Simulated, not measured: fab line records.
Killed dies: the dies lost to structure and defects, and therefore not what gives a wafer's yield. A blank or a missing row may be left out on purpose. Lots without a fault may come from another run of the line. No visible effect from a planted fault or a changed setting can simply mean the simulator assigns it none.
Matching of chambers -- flow n5 finfet -- N5_MOL_CONTACT_COAG_ETCH_106 on rie diel-05: 4 sister chambers
The step etches SOC in N2/H2, target depth 80 nm, overetch 16 nm, time 120 s. 22 wafers are shown with their chamber, then 11 later ones without.

## WAFERS PAIRED WITH THEIR CHAMBERS
wafer,chamber,showerhead plenum p Torr (Torr),drypump motor current A (A),throttle valve pct (%)
L076.2,0,2.65,5.4,18.22
L076.5,2,2.65,5.2,18.29
L076.6,3,2.39,6.5,17.81
L077.2,1,2.61,5.6,17.65
L077.4,2,2.65,5.2,18.30
L077.6,3,2.39,6.5,17.82
L078.3,2,2.65,5.2,18.31
L078.4,0,2.65,5.4,18.26
L078.6,2,2.65,5.2,18.31
L079.2,0,2.64,5.4,18.26
L079.3,3,2.39,6.5,17.86
L079.4,2,2.65,5.2,18.31
L080.2,1,2.61,5.6,17.68
L080.4,3,2.39,6.5,17.84
L080.6,1,2.61,5.7,17.66
L081.1,2,2.65,5.2,18.32
L081.4,1,2.61,5.6,17.65
L081.6,3,2.39,6.5,17.84
L083.3,0,2.64,5.4,18.25
L083.4,2,2.65,5.2,18.30
L083.5,2,2.65,5.2,18.32
L084.2,3,2.39,6.4,17.84

SIGNATURES (means of the wafers above)
reading,chamber 0,chamber 1,chamber 2,chamber 3,scatter within a chamber
showerhead plenum p Torr,2.6450,2.6100,2.6500,2.3900,0.00236
drypump motor current A,5.400,5.625,5.200,6.483,0.0297
throttle valve pct,18.2475,17.6600,18.3075,17.8350,0.0149
Rule: for each reading, subtract the chamber's mean from the wafer's reading, divide by that reading's scatter and square the result; add these up over the readings and take the root, which gives the wafer's distance from the chamber. If the next closest chamber is less than 2 further off than the closest, the wafer can't be placed; otherwise it belongs to the closest. The scatter: the root of (the sum of the squares of (reading less its chamber's mean) over the shown wafers, divided by (wafers less chambers)).

## WAFERS WHOSE CHAMBER IS MISSING
wafer,showerhead plenum p Torr (Torr),drypump motor current A (A),throttle valve pct (%)
L084.4,2.61,5.6,17.67
L084.6,2.38,6.5,17.87
L085.1,2.61,5.6,17.67
L085.2,2.38,6.5,17.87
L085.6,2.61,5.6,17.67
L088.1,2.64,5.2,18.32
L088.2,2.60,5.7,17.68
L088.3,2.38,6.5,17.87
L091.2,2.64,5.2,18.33
L091.3,2.60,5.6,17.70
L091.6,2.60,5.6,17.70

## WHICH CHAMBER EACH ONE RAN IN
wafer,from the rows above,in truth
L084.4,1,1
L084.6,3,3
L085.1,1,1
L085.2,3,3
L085.6,1,1
L088.1,2,2
L088.2,1,1
L088.3,3,3
L091.2,2,2
L091.3,1,1
L091.6,1,1
Placed correctly: 11 of 11. Number that these rows cannot place: 0. Placed wrongly: 0.
